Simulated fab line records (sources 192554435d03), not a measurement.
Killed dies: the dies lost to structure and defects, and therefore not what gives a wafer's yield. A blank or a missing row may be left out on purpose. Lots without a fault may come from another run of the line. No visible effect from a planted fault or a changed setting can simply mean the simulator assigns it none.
fab line records || flow n5-finfet
record {"lots": 4, "wafers": 12, "last-day": 18}
route steps=1938 shown FIN_CUT@155 STI_FIN_REVEAL@183 BEOL_M4@1111 PASSIVATION@1936
lots with no fault: from the same line, run without faults
start-h: the number of hours between the record's first day and the start of the first shown wafer of the lot || wait-h: hours from the lot's prior step to this one || " as in the row above || L1.1+2: a row that stands for several wafers || - either no value or no given start || * or withheld: withheld || < > ~ a bound
route shown NAME@n: NAME is a module with steps in the file, n the number in the route of the first one || usual: mean/standard deviation of fault-free wafers || same: alike in all rows || chamber/n: place in a boat || sites: the reading at each site || _std_site: standard deviation across them || _edge_site: outer sites' mean less inner sites' || radius-mm: for every site, how far away it sits from the centre of the wafer || mask NAME#n: copy n || behind: the last tool/chamber to shape the wafer || hold: why the lot was held/for how many hours/how that ended || device: names the non-switching transistor (n, p or np) || end of line: tests of these same wafers at the route's end || a step with no rows: only its recipe || killed: the dies lost at the first sort to structure and to defects; this is not the yield of the wafer || map: shows each die of a wafer: x if killed, . if not, _ if none is there
set.NAME: the setting the step ran with; set.NAME@STEP: the setting that earlier step ran with || model.NAME: the simulator's own value behind a step, which no gauge read
lots at selected steps of the route; one table per step, one row per wafer
services: the hour from which a tool's chamber was out of use, counted from the record's first day as start-h (under 0 if before that day), plus the number of hours and why
## steps
# step N5_FIN_CUT_COAT_19
# recipe {"resist": "SiARC", "temp-c": 220, "time-s": 60, "spin-rpm": 1500, "resist-thk-nm": 20}
# step N5_FIN_CUT_COAT_29
# recipe {"resist": "underlayer", "temp-c": 205, "time-s": 60, "spin-rpm": 1500, "resist-thk-nm": 10}
# step N5_FIN_CUT_COAT_02
# recipe {"resist": "CAR-EUV", "spin-rpm": 1500, "resist-thk-nm": 30}
# step N5_FIN_CUT_EBR_04
# recipe {"solvent": "PGMEA", "ebr-width-mm": 1.5}
# step N5_FIN_CUT_SOFTBAKE_03
# recipe {"temp-c": 110, "time-s": 60, "resist": "CAR-EUV"}
# step N5_FIN_CUT_EXPOSE_05
# recipe {"mask-id": "FIN_CUT", "na": 0.33, "source-shape": "annular", "sigma-inner": 0.35, "sigma-outer": 0.8, "polarization": "unpolarized", "dose-mj": 45.75}
# step N5_FIN_CUT_PEB_06
# recipe {"peb-temp-c": 100, "peb-time-s": 60, "resist": "CAR-EUV"}
# step N5_FIN_CUT_DEVELOP_07
# recipe {"develop-time-s": 30, "developer": "TMAH", "resist": "CAR-EUV", "rinse-liquid": "surfactant-rinse", "dry": "air-spin", "dev-temp-c": 23}
# step N5_FIN_CUT_DESCUM_13
# recipe {"chemistry": "O2", "time-s": 7, "source-power-w": 50, "bias-power-w": 20, "pressure-mtorr": 20, "rf-frequency-hz": 2.712e+07, "temp-c": 40, "resist": "CAR-EUV", "o2-flow-sccm": 225}
# step N5_FIN_CUT_ETCH_30
# recipe {"chemistry": "N2/H2", "target": "underlayer", "target-depth-a": 130, "mask-material": "CAR-EUV", "time-s": 10.4, "ion-energy-ev": 200, "pressure-mtorr": 30, "source-w": 840, "bias-w": 150, "n2-flow-sccm": 200, "h2-flow-sccm": 200, "ends": "cleared"}
# usual {"drypump-motor-current-A": "5.8/0.54", "etch-rf-on-time-s": "10.41/0.18", "oes-product-au": "0.63/0.036", "rf-vpp-V": "523.3/1.9", "showerhead-plenum-p-Torr": "2.52/0.061", "throttle-valve-pct": "17.99/0.19"}
{"lot.wafer": "L688.2", "tool": "rie-diel-04", "chamber": 0, "start-h": 52.95, "wait-h": 0.0, "drypump-motor-current-A": 6.1, "etch-rf-on-time-s": 10.26, "oes-product-au": 0.65, "rf-hours-counter-h": 143, "rf-vpp-V": 524.9, "showerhead-plenum-p-Torr": 2.54, "throttle-valve-pct": 17.81}
{"lot.wafer": "L688.3", "tool": "rie-diel-04", "chamber": 1, "start-h": 52.95, "wait-h": 0.0, "drypump-motor-current-A": 6.6, "etch-rf-on-time-s": 10.09, "oes-product-au": 0.69, "rf-hours-counter-h": 122, "rf-vpp-V": 523.3, "showerhead-plenum-p-Torr": 2.45, "throttle-valve-pct": 18.03}
{"lot.wafer": "L688.6", "tool": "rie-diel-04", "chamber": 2, "start-h": 52.95, "wait-h": 0.0, "drypump-motor-current-A": 5.5, "etch-rf-on-time-s": 10.18, "oes-product-au": 0.67, "rf-hours-counter-h": "-", "rf-vpp-V": 526.8, "showerhead-plenum-p-Torr": 2.66, "throttle-valve-pct": 17.81}
{"lot.wafer": "L702.2", "tool": "rie-diel-04", "chamber": 2, "start-h": 135.62, "wait-h": 0.0, "drypump-motor-current-A": 5.5, "etch-rf-on-time-s": 10.33, "oes-product-au": 0.67, "rf-hours-counter-h": 154, "rf-vpp-V": 527.6, "showerhead-plenum-p-Torr": 2.65, "throttle-valve-pct": 17.85}
{"lot.wafer": "L702.3", "tool": "rie-diel-04", "chamber": 3, "start-h": 135.62, "wait-h": 0.0, "drypump-motor-current-A": 5.7, "etch-rf-on-time-s": 10.22, "oes-product-au": 0.61, "rf-hours-counter-h": 225, "rf-vpp-V": 520.0, "showerhead-plenum-p-Torr": 2.40, "throttle-valve-pct": 18.17}
{"lot.wafer": "L702.6", "tool": "rie-diel-04", "chamber": 1, "start-h": 135.62, "wait-h": 0.0, "drypump-motor-current-A": 6.7, "etch-rf-on-time-s": 10.21, "oes-product-au": 0.67, "rf-hours-counter-h": "-", "rf-vpp-V": 520.3, "showerhead-plenum-p-Torr": 2.44, "throttle-valve-pct": 18.06}
{"lot.wafer": "L703.2", "tool": "rie-diel-04", "chamber": 1, "start-h": 142.04, "wait-h": 0.0, "drypump-motor-current-A": 6.6, "etch-rf-on-time-s": 10.35, "oes-product-au": 0.67, "rf-hours-counter-h": 150, "rf-vpp-V": 520.6, "showerhead-plenum-p-Torr": 2.44, "throttle-valve-pct": 18.06}
{"lot.wafer": "L703.3", "tool": "rie-diel-04", "chamber": 2, "start-h": 142.04, "wait-h": 0.0, "drypump-motor-current-A": 5.5, "etch-rf-on-time-s": 10.34, "oes-product-au": 0.66, "rf-hours-counter-h": 157, "rf-vpp-V": 527.8, "showerhead-plenum-p-Torr": 2.65, "throttle-valve-pct": 17.88}
{"lot.wafer": "L703.5", "tool": "rie-diel-04", "chamber": 3, "start-h": 142.04, "wait-h": 0.0, "drypump-motor-current-A": 5.7, "etch-rf-on-time-s": 10.28, "oes-product-au": 0.60, "rf-hours-counter-h": "-", "rf-vpp-V": 520.4, "showerhead-plenum-p-Torr": 2.40, "throttle-valve-pct": 18.15}
{"lot.wafer": "L707.1", "tool": "rie-diel-02", "chamber": 3, "start-h": 164.63, "wait-h": 0.0, "drypump-motor-current-A": 4.7, "etch-rf-on-time-s": 10.50, "oes-product-au": 0.62, "rf-hours-counter-h": 181, "rf-vpp-V": 522.9, "showerhead-plenum-p-Torr": 2.53, "throttle-valve-pct": 18.08}
{"lot.wafer": "L707.3", "tool": "rie-diel-02", "chamber": 0, "start-h": 164.63, "wait-h": 0.0, "drypump-motor-current-A": 6.0, "etch-rf-on-time-s": 10.67, "oes-product-au": 0.60, "rf-hours-counter-h": 212, "rf-vpp-V": 522.7, "showerhead-plenum-p-Torr": 2.52, "throttle-valve-pct": 18.34}
{"lot.wafer": "L707.5", "tool": "rie-diel-02", "chamber": 1, "start-h": 164.63, "wait-h": 0.0, "drypump-motor-current-A": 5.9, "etch-rf-on-time-s": 10.52, "oes-product-au": 0.83, "rf-hours-counter-h": "-", "rf-vpp-V": 529.1, "showerhead-plenum-p-Torr": 2.72, "throttle-valve-pct": 17.48}
# step N5_FIN_CUT_ETCH_20
# recipe {"chemistry": "CF4", "target": "SiARC", "target-depth-a": 260, "mask-material": "CAR-EUV", "time-s": 43.3, "ion-energy-ev": 80, "pressure-mtorr": 40, "source-w": 545, "bias-w": 36, "Ar_flow_sccm": 100, "cf4-flow-sccm": 100, "ends": "cleared"}
# step N5_FIN_CUT_ETCH_21
# recipe {"chemistry": "N2/H2", "target": "SOC", "target-depth-a": 2190, "overetch-a": 438, "mask-material": "SiARC", "temp-c": 40, "ion-energy-ev": 100, "bias-w": 61, "time-s": 523.5, "pressure-mtorr": 30, "source-w": 850, "n2-flow-sccm": 200, "h2-flow-sccm": 200}
# step N5_FIN_CUT_STRIP_23
# recipe {"chemistry": "N2/H2", "temp-c": 40, "n2-flow-sccm": 200, "h2-flow-sccm": 200, "rf-frequency-hz": 6e+07}
# step N5_FIN_CUT_STRIP_31
# recipe {"chemistry": "N2/H2", "temp-c": 40, "n2-flow-sccm": 200, "h2-flow-sccm": 200, "rf-frequency-hz": 6e+07}
# step N5_FIN_CUT_STRIP_24
# recipe {"chemistry": "CF4", "resist": "SiARC", "power-w": 300, "bias-power-w": 75, "pressure-mtorr": 50, "cf4-flow-sccm": 150, "rf-frequency-hz": 6e+07}
# step N5_FIN_CUT_CUT_ETCH_26
# recipe {"chemistry": "CH3F/O2", "target": "SiNx", "target-depth-a": 390, "mask-material": "SOC", "time-s": 55.7, "pressure-mtorr": 30, "source-w": 395, "bias-w": 73, "Ar_flow_sccm": 150, "CH3F_flow_sccm": 30, "O2_flow_sccm": 20, "ion-energy-ev": 120}
# step N5_FIN_CUT_CUT_ETCH_27
# recipe {"chemistry": "CHF3/O2", "target": "SiO2", "target-depth-a": 40, "mask-material": "SOC", "overetch-a": 20, "time-s": 4.9, "pressure-mtorr": 30, "source-w": 650, "bias-w": 170, "Ar_flow_sccm": 200, "CHF3_flow_sccm": 50, "O2_flow_sccm": 5, "ion-energy-ev": 200}
# step N5_FIN_CUT_PRECLEAN_35
# recipe {"time-s": 13.3, "temp-c": 45, "pressure-torr": 125, "p-hf-torr": 3, "p-coreactant-torr": 25, "chemistry": "vHF"}
# step N5_FIN_CUT_CUT_ETCH_15
# recipe {"chemistry": "HBr/Cl2/O2", "target": "Si", "target-depth-a": 1000, "bt-time-s": 10, "mask-material": "SOC", "time-s": 42.4, "ion-energy-ev": "*", "bias-w": "*", "pressure-mtorr": 10, "icp-w": 800, "HBr_flow_sccm": 150, "Cl2_flow_sccm": 80, "O2_flow_sccm": 12}
# step N5_FIN_CUT_CUT_ETCH_28
# recipe {"chemistry": "HBr/Cl2/O2", "target": "Si", "target-depth-a": 60, "mask-material": "SOC", "time-s": 2.4, "ion-energy-ev": "*", "bias-w": "*", "pressure-mtorr": 10, "icp-w": 800, "HBr_flow_sccm": 150, "Cl2_flow_sccm": 80, "O2_flow_sccm": 12}
# step N5_FIN_CUT_STRIP_22
# recipe {"chemistry": "N2/H2", "power-w": 500, "temp-c": 40, "pressure-mtorr": 50, "rf-frequency-hz": 6e+07, "overash-fraction": 0.3, "bias-power-w": 8, "h2-frac": 0.5, "n2-flow-sccm": 300, "h2-flow-sccm": 300}
# step N5_FIN_CUT_PRECLEAN_36
# recipe {"chemistry": "O3/DIW", "time-s": 60, "temp-c": 22, "o3-ppm": 10}
# step N5_FIN_CUT_SRD_32
# recipe {"dry": "ipa-marangoni", "time-s": 30, "temp-c": 23, "rinse-liquid": "diw"}
# step N5_FIN_CUT_UV_OZONE_34
# recipe {"time-s": 120, "pressure-torr": 760, "temp-c": 25}
# step N5_FIN_CUT_INSPECT_17
# recipe {"inspect-instrument": "brightfield", "mode": "aei"}
# usual {"raw-defect-count": "239/64"}
{"lot.wafer": "L688.2", "tool": "defect-inspect-02", "chamber": "-", "start-h": 53.84, "wait-h": 0.0, "raw-defect-count": 231}
{"lot.wafer": "L688.3", "tool": "defect-inspect-02", "chamber": "-", "start-h": 53.84, "wait-h": 0.0, "raw-defect-count": 160}
{"lot.wafer": "L688.6", "tool": "defect-inspect-02", "chamber": "-", "start-h": 53.84, "wait-h": 0.0, "raw-defect-count": 142}
{"lot.wafer": "L702.2", "tool": "defect-inspect-01", "chamber": "-", "start-h": 136.54, "wait-h": 0.0, "raw-defect-count": 248}
{"lot.wafer": "L702.3", "tool": "defect-inspect-01", "chamber": "-", "start-h": 136.54, "wait-h": 0.0, "raw-defect-count": 750}
{"lot.wafer": "L702.6", "tool": "defect-inspect-01", "chamber": "-", "start-h": 136.54, "wait-h": 0.0, "raw-defect-count": 267}
{"lot.wafer": "L703.2", "tool": "defect-inspect-02", "chamber": "-", "start-h": 142.92, "wait-h": 0.0, "raw-defect-count": 423}
{"lot.wafer": "L703.3", "tool": "defect-inspect-02", "chamber": "-", "start-h": 142.92, "wait-h": 0.0, "raw-defect-count": 390}
{"lot.wafer": "L703.5", "tool": "defect-inspect-02", "chamber": "-", "start-h": 142.92, "wait-h": 0.0, "raw-defect-count": 758}
{"lot.wafer": "L707.1", "tool": "defect-inspect-02", "chamber": "-", "start-h": 165.54, "wait-h": 0.0, "raw-defect-count": 293}
{"lot.wafer": "L707.3", "tool": "defect-inspect-02", "chamber": "-", "start-h": 165.54, "wait-h": 0.0, "raw-defect-count": 333}
{"lot.wafer": "L707.5", "tool": "defect-inspect-02", "chamber": "-", "start-h": 165.54, "wait-h": 0.0, "raw-defect-count": 224}
# step N5_STI_FIN_REVEAL_ALD_00
# recipe {"material": "SiO2", "target-thk-a": 10, "temp-c": 300, "ald-precursor-family": "BDEAS", "ald-co-reactant": "O2-plasma", "pulse-time-s": 1, "pressure-torr": 2}
# step N5_BEOL_M4_RC_MEAS_101
# usual {"DIBL_N": "36.3/1.2", "DIBL_P": "36.3/1.4", "IOFF_N": "0.157/0.02", "IOFF_P": "0.22/0.033", "ION_N": "675/9.6", "ION_P": "465/8.2", "SS_N": "71.4/0.45", "SS_P": "73.3/0.54", "VT_N": "249.8/2.5", "VT_P": "-249/3.2"}
{"lot.wafer": "L688.2", "tool": "prober-01", "chamber": 0, "start-h": 209.24, "wait-h": 0.2, "DIBL_N[mV/V]": 36.1, "DIBL_P[mV/V]": 35.9, "IOFF_N[nA/um]": 0.161, "IOFF_P[nA/um]": 0.24, "ION_N[uA/um]": 685, "ION_P[uA/um]": 477, "SS_N[mV/dec]": 70.8, "SS_P[mV/dec]": 73.3, "VT_N[mV]": 249.4, "VT_P[mV]": -245}
{"lot.wafer": "L688.3", "tool": "prober-01", "chamber": 0, "start-h": 209.24, "wait-h": 0.2, "DIBL_N[mV/V]": 36.7, "DIBL_P[mV/V]": 36.7, "IOFF_N[nA/um]": 0.175, "IOFF_P[nA/um]": 0.25, "ION_N[uA/um]": 681, "ION_P[uA/um]": 469, "SS_N[mV/dec]": 72.3, "SS_P[mV/dec]": 73.1, "VT_N[mV]": 248.9, "VT_P[mV]": -251}
{"lot.wafer": "L688.6", "tool": "prober-01", "chamber": 0, "start-h": 209.24, "wait-h": 0.2, "DIBL_N[mV/V]": 36.7, "DIBL_P[mV/V]": 36.8, "IOFF_N[nA/um]": 0.176, "IOFF_P[nA/um]": 0.24, "ION_N[uA/um]": 685, "ION_P[uA/um]": 473, "SS_N[mV/dec]": 72.0, "SS_P[mV/dec]": 73.3, "VT_N[mV]": 247.5, "VT_P[mV]": -250}
{"lot.wafer": "L702.2", "tool": "prober-01", "chamber": 0, "start-h": 299.91, "wait-h": 0.2, "DIBL_N[mV/V]": 35.5, "DIBL_P[mV/V]": 34.6, "IOFF_N[nA/um]": 0.132, "IOFF_P[nA/um]": 0.16, "ION_N[uA/um]": 658, "ION_P[uA/um]": 449, "SS_N[mV/dec]": 70.8, "SS_P[mV/dec]": 73.6, "VT_N[mV]": 253.1, "VT_P[mV]": -259}
{"lot.wafer": "L702.3", "tool": "prober-01", "chamber": 0, "start-h": 299.91, "wait-h": 0.2, "DIBL_N[mV/V]": 36.5, "DIBL_P[mV/V]": 35.0, "IOFF_N[nA/um]": 0.150, "IOFF_P[nA/um]": 0.17, "ION_N[uA/um]": 660, "ION_P[uA/um]": 447, "SS_N[mV/dec]": 71.7, "SS_P[mV/dec]": 73.3, "VT_N[mV]": 251.5, "VT_P[mV]": -254}
{"lot.wafer": "L702.6", "tool": "prober-01", "chamber": 0, "start-h": 299.91, "wait-h": 0.2, "DIBL_N[mV/V]": 35.5, "DIBL_P[mV/V]": 34.3, "IOFF_N[nA/um]": 0.132, "IOFF_P[nA/um]": 0.16, "ION_N[uA/um]": 661, "ION_P[uA/um]": 449, "SS_N[mV/dec]": 71.6, "SS_P[mV/dec]": 74.4, "VT_N[mV]": 254.8, "VT_P[mV]": -259}
{"lot.wafer": "L703.2", "tool": "prober-02", "chamber": 0, "start-h": 300.73, "wait-h": 0.3, "DIBL_N[mV/V]": 35.4, "DIBL_P[mV/V]": 37.1, "IOFF_N[nA/um]": 0.135, "IOFF_P[nA/um]": 0.20, "ION_N[uA/um]": 657, "ION_P[uA/um]": 460, "SS_N[mV/dec]": 70.9, "SS_P[mV/dec]": 73.3, "VT_N[mV]": 252.2, "VT_P[mV]": -251}
{"lot.wafer": "L703.3", "tool": "prober-02", "chamber": 0, "start-h": 300.73, "wait-h": 0.3, "DIBL_N[mV/V]": 35.1, "DIBL_P[mV/V]": 36.5, "IOFF_N[nA/um]": 0.133, "IOFF_P[nA/um]": 0.19, "ION_N[uA/um]": 666, "ION_P[uA/um]": 462, "SS_N[mV/dec]": 70.9, "SS_P[mV/dec]": 72.7, "VT_N[mV]": 251.8, "VT_P[mV]": -251}
{"lot.wafer": "L703.5", "tool": "prober-02", "chamber": 0, "start-h": 300.73, "wait-h": 0.3, "DIBL_N[mV/V]": 35.0, "DIBL_P[mV/V]": 36.3, "IOFF_N[nA/um]": 0.129, "IOFF_P[nA/um]": 0.20, "ION_N[uA/um]": 663, "ION_P[uA/um]": 465, "SS_N[mV/dec]": 71.1, "SS_P[mV/dec]": 72.6, "VT_N[mV]": 252.5, "VT_P[mV]": -251}
{"lot.wafer": "L707.1", "tool": "prober-02", "chamber": 0, "start-h": 331.66, "wait-h": 0.0, "DIBL_N[mV/V]": 38.1, "DIBL_P[mV/V]": 39.6, "IOFF_N[nA/um]": 0.188, "IOFF_P[nA/um]": 0.30, "ION_N[uA/um]": 691, "ION_P[uA/um]": 488, "SS_N[mV/dec]": 71.7, "SS_P[mV/dec]": 73.6, "VT_N[mV]": 247.9, "VT_P[mV]": -244}
{"lot.wafer": "L707.3", "tool": "prober-02", "chamber": 0, "start-h": 331.66, "wait-h": 0.0, "DIBL_N[mV/V]": 35.9, "DIBL_P[mV/V]": 37.1, "IOFF_N[nA/um]": 0.151, "IOFF_P[nA/um]": 0.25, "ION_N[uA/um]": 678, "ION_P[uA/um]": 478, "SS_N[mV/dec]": 71.2, "SS_P[mV/dec]": 72.8, "VT_N[mV]": 251.6, "VT_P[mV]": -247}
{"lot.wafer": "L707.5", "tool": "prober-02", "chamber": 0, "start-h": 331.66, "wait-h": 0.0, "DIBL_N[mV/V]": 36.8, "DIBL_P[mV/V]": 37.8, "IOFF_N[nA/um]": 0.161, "IOFF_P[nA/um]": 0.26, "ION_N[uA/um]": 681, "ION_P[uA/um]": 477, "SS_N[mV/dec]": 71.3, "SS_P[mV/dec]": 73.8, "VT_N[mV]": 248.9, "VT_P[mV]": -243}
# step N5_PASSIVATION_PROBE_49
# usual {"defect-limited-yield": "91.1/1.4", "killed_at_M0_to_M3": "33/10", "killed_at_M4_up": "15/5.8", "killed-at-contacts": "13/5.9", "killed-at-front-end": "39/11", "killed-at-other": "4/3.6", "killed-dies": "105/16", "killed-on-rim": "13/3.7", "killed-open": "68/11", "killed-short": "34/7.8", "sort_bin_5_function": "5.2/0.88", "sort_bin_6_memory": "3.3/0.61", "sort-n-pass": "1075/16", "sort-yield-pct": "91.1/1.4"}
# same {"gross-dies": 1180, "killed-at-back-side": 0, "sort_bin_4_leakage[%]": 0, "sort_bin_8_speed[%]": 0}
{"lot.wafer": "L702.3", "tool": "prober-02", "chamber": "-", "start-h": 402.40, "wait-h": 0.1, "defect-limited-yield[%]": 83.1, "killed_at_M0_to_M3": 41, "killed_at_M4_up": 19, "killed-at-contacts": 9, "killed-at-front-end": 129, "killed-at-other": 2, "killed-dies": 200, "killed-on-rim": 30, "killed-open": 64, "killed-short": 37, "sort_bin_5_function[%]": 10.9, "sort_bin_6_memory[%]": 4.2, "sort-n-pass": 980, "sort-yield-pct[%]": 83.1}
{"lot.wafer": "L703.5", "tool": "prober-02", "chamber": "-", "start-h": 408.61, "wait-h": 0.2, "defect-limited-yield[%]": 82.7, "killed_at_M0_to_M3": 36, "killed_at_M4_up": 19, "killed-at-contacts": 25, "killed-at-front-end": 119, "killed-at-other": 5, "killed-dies": 204, "killed-on-rim": 33, "killed-open": 88, "killed-short": 29, "sort_bin_5_function[%]": 11.0, "sort_bin_6_memory[%]": 4.7, "sort-n-pass": 976, "sort-yield-pct[%]": 82.7}
# killed by level:class
L702.3 FIN_CUT:unspecified=97 BEOL_M3:geometric-particle:open=15 BEOL_M0_SAQP:geometric-particle:short=8 BEOL_M4:geometric-particle:open=8 STI_FIN_REVEAL:geometric-particle:open=7 FIN_SAQP:geometric-particle:short=6 MOL_CONTACT_COAG:geometric-particle:open=5 BEOL_M0:geometric-particle:open=4
L703.5 FIN_CUT:unspecified=87 MOL_CONTACT_COAG:geometric-particle:open=22 BEOL_M2:geometric-particle:open=12 BEOL_M4:geometric-particle:open=9 BEOL_M1:geometric-particle:open=7 FIN_SAQP:geometric-particle:short=5 FIN_SAQP:geometric-particle:open=5 BEOL_M5:geometric-particle:open=5
# map L702.3 (x killed, . not)
_________________........x...________________
______________...x.....x........_____________
___________........................__________
__________.............x..x........._________
________.x.......................x...._______
_______.....x.x.x.x...x................______
______..................x......xx......._____
_____.....x...x...x......x............xx.____
____.....x.........................x..x...___
___.x.....x....x..x.x...x........xx..x.....__
___.x.....x..............x.................__
__......x.....x...............x......x..x..._
__.........x...x.x......x..x................_
_............x.......................x.......
_....x.x..............x........x.......x.....
_...xx................x.............x.....x..
_..x.......xx........................x.......
_.......x..................x.................
_...................x........................
_...x...x....................xx.......x......
_x.......x..xx....x.xx...................x...
__.........x.xx.............x..........x...._
__.......xxx.x.............................._
___..x.xxxxx..x.x..xx......x........x.x.x..__
___..xxxxxxxxxxxx.......x....x.............__
____..xxxxxxxxxxxx.....x..........x......x___
_____xxxxxxxxxxx.xx.....x...x.....xx.....____
______xxxxxxxxxxx.........x............._____
_______xxxxxxxxxx......................______
________xxxxxxxxx.x............x......_______
__________xxxxxx...................._________
___________xxxx.x.............x..x.__________
______________x.x..............._____________
_________________xx.xx......x________________
# map L703.5 (x killed, . not)
_________________....x.......________________
______________............x....x_____________
___________......x..x.x...x........__________
__________x................x........_________
________...x.x...xx.x...x............._______
_______..................x.............______
______..................x.x............._____
_____......x......x..........x...........____
____......x.............xx..............x.___
___......x.x.x....xx.x...x.........x.......__
___x...............................x.......__
__.............x.....................x......_
__......x............x...x...........x....x._
_.....x.x..................x......x..........
_x..x..................x.................x...
_...x.........xx....x..........x...x........x
_xx..x.x.....................................
_...x.....x.x...............x.....x...x......
_.x.....x.x...............................x..
_x..................xx..x...........x........
_.........x...........x......................
__..xx.........xx......x............x......._
__......xxxxxx............................x._
___.x.x.xxx.xxx.............x......x.....x.__
___.xxxxxxxxx.xx........x....x.............__
____.xxxxxxxxxxx..x................x.x..x.___
_____xxxxxxxxxxxxx......xx.x....x........____
______xxxxxxxxxxx...x..................._____
_______xxxxxxxxxx.x.......x............______
________xxxxxxxxx..x...x.........x...._______
__________xxxxxx......xx....x......._________
___________xx.x..x.........x.x..x..__________
______________xx...............x_____________
_________________.x..x.......________________
## services
{"tool": "rie-diel-02", "chamber": 3, "start-h": 86.41, "hours": 11.3, "kind": "repair"}
{"tool": "rie-diel-04", "chamber": 3, "start-h": 97.35, "hours": 10.8, "kind": "repair"}
{"tool": "rie-diel-04", "chamber": "-", "start-h": 100.48, "hours": 4.0, "kind": "repair"}
{"tool": "rie-diel-02", "chamber": 1, "start-h": 137.73, "hours": "-", "kind": "clean"}
{"tool": "rie-diel-02", "chamber": 1, "start-h": 137.73, "hours": "-", "kind": "consumable-replace:focus-ring"}
{"tool": "rie-diel-02", "chamber": 1, "start-h": 137.73, "hours": "-", "kind": "consumable-replace:showerhead"}
{"tool": "rie-diel-02", "chamber": "-", "start-h": 139.51, "hours": 0.9, "kind": "repair"}
## key
first-sign {"step": "N5_FIN_CUT_INSPECT_17", "reading": "raw-defect-count", "direction": "up", "sigmas": 8, "usual": 239, "struck": 754}
effect {"step": "N5_PASSIVATION_PROBE_49", "reading": "killed-at-front-end", "direction": "up", "sigmas": 7.8, "usual": 39, "struck": 124}
more-kills-born-at {"N5_FIN_CUT_ETCH_30@rie-diel-04": 184}
met-at N5_FIN_CUT_ETCH_30
struck-wafers L702.3,L703.5
fault {"kind": "chamber-particle-source", "tool": "rie-diel-04", "chamber": 3, "onset-h": 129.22, "steps": "N5_FIN_CUT_ETCH_30", "rate-per-visit-cm2": 0.74497, "end-h": 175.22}
